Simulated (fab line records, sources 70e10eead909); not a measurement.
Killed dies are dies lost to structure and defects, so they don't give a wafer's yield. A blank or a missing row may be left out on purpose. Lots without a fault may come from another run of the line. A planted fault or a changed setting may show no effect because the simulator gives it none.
Chamber matching | flow nand_harc | NHARC_A_CONTACT_DEP_29 on pecvd-02: 3 sister chambers
The step deposits SiON, target thk 100 nm. 16 wafers are shown with their chamber, then 8 later ones without.

WAFERS WITH THEIR CHAMBER
wafer  | chamber | heater_power_w (W)
L074.1 | 2       | 726
L074.2 | 1       | 834
L074.5 | 2       | 746
L075.1 | 2       | 791
L075.2 | 1       | 806
L075.5 | 2       | 793
L082.2 | 1       | 791
L082.4 | 0       | 769
L082.6 | 1       | 802
L087.1 | 2       | 833
L087.2 | 1       | 795
L087.6 | 1       | 790
L088.3 | 0       | 807
L088.5 | 2       | 843
L088.6 | 1       | 847
L091.2 | 2       | 785

SIGNATURES (means of the wafers above)
reading        | chamber 0 | chamber 1 | chamber 2 | scatter within a chamber
heater_power_w | 788.00    | 809.29    | 788.14    | 33.3
Rule: a wafer's distance from a chamber is the root of the sum, over the readings, of the square of ((its reading less the chamber's mean) divided by the reading's scatter). The wafer belongs to the nearest chamber; if the next one is less than 2 further off, it can't be placed. The scatter: the root of (the sum of the squares of (reading less its chamber's mean) over the shown wafers, divided by (wafers less chambers)).

WAFERS WITHOUT THEIR CHAMBER
wafer  | heater_power_w (W)
L091.3 | 785
L091.6 | 784
L095.1 | 865
L095.4 | 824
L095.5 | 676
L097.1 | 771
L097.3 | 729
L097.4 | 769

WHICH CHAMBER EACH WENT THROUGH
wafer  | from the rows above          | in truth
L091.3 | can't be placed: 0 or 2 or 1 | 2
L091.6 | can't be placed: 0 or 2 or 1 | 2
L095.1 | can't be placed: 1 or 2 or 0 | 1
L095.4 | can't be placed: 1 or 2 or 0 | 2
L095.5 | can't be placed: 0 or 2 or 1 | 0
L097.1 | can't be placed: 0 or 2 or 1 | 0
L097.3 | can't be placed: 0 or 2 or 1 | 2
L097.4 | can't be placed: 0 or 2 or 1 | 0
Placed correctly: 0 of 8. Can't be placed from these rows: 8 (the true chamber is among the candidates in 8). Placed wrongly: 0.
